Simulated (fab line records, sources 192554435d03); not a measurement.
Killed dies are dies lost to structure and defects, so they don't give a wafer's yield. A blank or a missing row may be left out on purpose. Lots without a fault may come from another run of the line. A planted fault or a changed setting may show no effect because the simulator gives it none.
Split-lot experiment | flow n5_finfet | 7 lots, 21 wafers read, on a route of 1938 steps

THE SPLIT
At N5_PASSIVATION_PECVD_35 (deposits SiNx from SiH4/NH3/N2, target thk 700 nm, time 151.3 s), the setting time_s was moved away from the recipe's 151.3 s on 9 of the 21 wafers read, by -7.4% to +11.6%. The other wafers ran this setting at the recipe's value.

The reading is taken at the split's own step.

THE READING
SiNx_of_PASSIVATION_PECVD_35.thk_nm (the simulator's own value, which no gauge read), in nm, at N5_PASSIVATION_PECVD_35 (deposits SiNx from SiH4/NH3/N2, target thk 700 nm, time 151.3 s). The file gives no usual value for it. The 12 wafers here that ran the recipe average 697.9 nm, standard deviation 8.1 nm.

wafer  | tool, chamber at the split | time_s as run, s | against the recipe | SiNx_of_PASSIVATION_PECVD_35.thk_nm, nm | against lot-mates on the recipe
L075.1 | pecvd-04, 2                | 151.3            | recipe             | 694.8                                   | -
L075.2 | pecvd-04, 1                | 151.3            | recipe             | 696.8                                   | -
L075.3 | pecvd-04, 0                | 151.3            | recipe             | 694.2                                   | -
L076.3 | pecvd-03, 1                | 140.1            | -7.4%              | 637.2                                   | -64.7
L076.4 | pecvd-03, 2                | 151.3            | recipe             | 699.2                                   | -
L076.6 | pecvd-03, 1                | 151.3            | recipe             | 704.6                                   | -
L081.1 | pecvd-01, 1                | 168.2            | +11.2%             | 773                                     | +73.8
L081.2 | pecvd-01, 2                | 151.3            | recipe             | 699.2                                   | -
L081.3 | pecvd-01, 0                | 168.2            | +11.2%             | 771.2                                   | +72.0
L083.1 | pecvd-03, 0                | 151.3            | recipe             | 689.4                                   | -
L083.2 | pecvd-03, 2                | 151.3            | recipe             | 697.8                                   | -
L083.3 | pecvd-03, 1                | 151.3            | recipe             | 683.4                                   | -
L086.3 | pecvd-01, 1                | 161.2            | +6.5%              | 748.4                                   | +34.4
L086.4 | pecvd-01, 2                | 161.2            | +6.5%              | 748.8                                   | +34.8
L086.6 | pecvd-01, 0                | 151.3            | recipe             | 714                                     | -
L089.1 | pecvd-03, 0                | 151.3            | recipe             | 692                                     | -
L089.3 | pecvd-03, 2                | 143.5            | -5.2%              | 657                                     | -35.0
L089.4 | pecvd-03, 2                | 143.5            | -5.2%              | 663                                     | -29.0
L090.4 | pecvd-03, 2                | 168.9            | +11.6%             | 795.2                                   | +85.6
L090.5 | pecvd-03, 0                | 168.9            | +11.6%             | 794                                     | +84.4
L090.6 | pecvd-03, 1                | 151.3            | recipe             | 709.6                                   | -

THE FIT
A straight line over all 21 wafers: SiNx_of_PASSIVATION_PECVD_35.thk_nm changes by +7.59 nm for each +1% of time_s; r = +0.98; the points scatter about the line by 7.9 nm.
The same after taking each lot's own level away (the mean of its wafers on the recipe; 21 wafers): +6.89 nm for each +1%; r = +0.99; scatter 5.7 nm.
On that fit, the largest move of time_s shifts the reading by 80 nm.
The lots' own levels span 690.20 to 714.00 nm, that is 2.9 times the standard deviation above.
So the lot-to-lot level changes the slope: the two fits differ.
Check: with one of the wafers moved furthest among these (+11.6%) left out of the fit, the line predicts +77.3 nm for it against its lot-mates. It came out at +85.6 nm against them.

OTHER SPLITS ON THESE WAFERS
These wafers also went through other splits before the reading. Each is held against what the fit with the lots' levels taken away leaves over:
other split on the same wafers   | wafers away from the commonest value | r with SiNx_of_PASSIVATION_PECVD_35.thk_nm (lot level and that fit taken away)
N5_PASSIVATION_EXPOSE_07 dose_mj | 10                                   | +0.10
N5_PASSIVATION_PECVD_53 time_s   | 4                                    | -0.04

THE WHOLE CHAIN: every reading that the file lists as answering this split, in the file's order
step                    | what it does                                                    | reading                                                                              | change (the file's fit)                                                        | r (the file's)
N5_PASSIVATION_PECVD_35 | deposits SiNx from SiH4/NH3/N2, target thk 700 nm, time 151.3 s | SiNx_of_PASSIVATION_PECVD_35.thk_nm (the simulator's own value, which no gauge read) | +6.96 nm for each +1% of the setting                                           | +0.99
N5_PASSIVATION_PROBE_49 |                                                                 | killed_at_other                                                                      | not straight: 4 at the lowest setting, 3.4 at the recipe, 852.5 at the highest | not given

THE FILE'S OWN FIT
SiNx_of_PASSIVATION_PECVD_35.thk_nm changes by +6.96 nm for each +1% of time_s, r = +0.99.
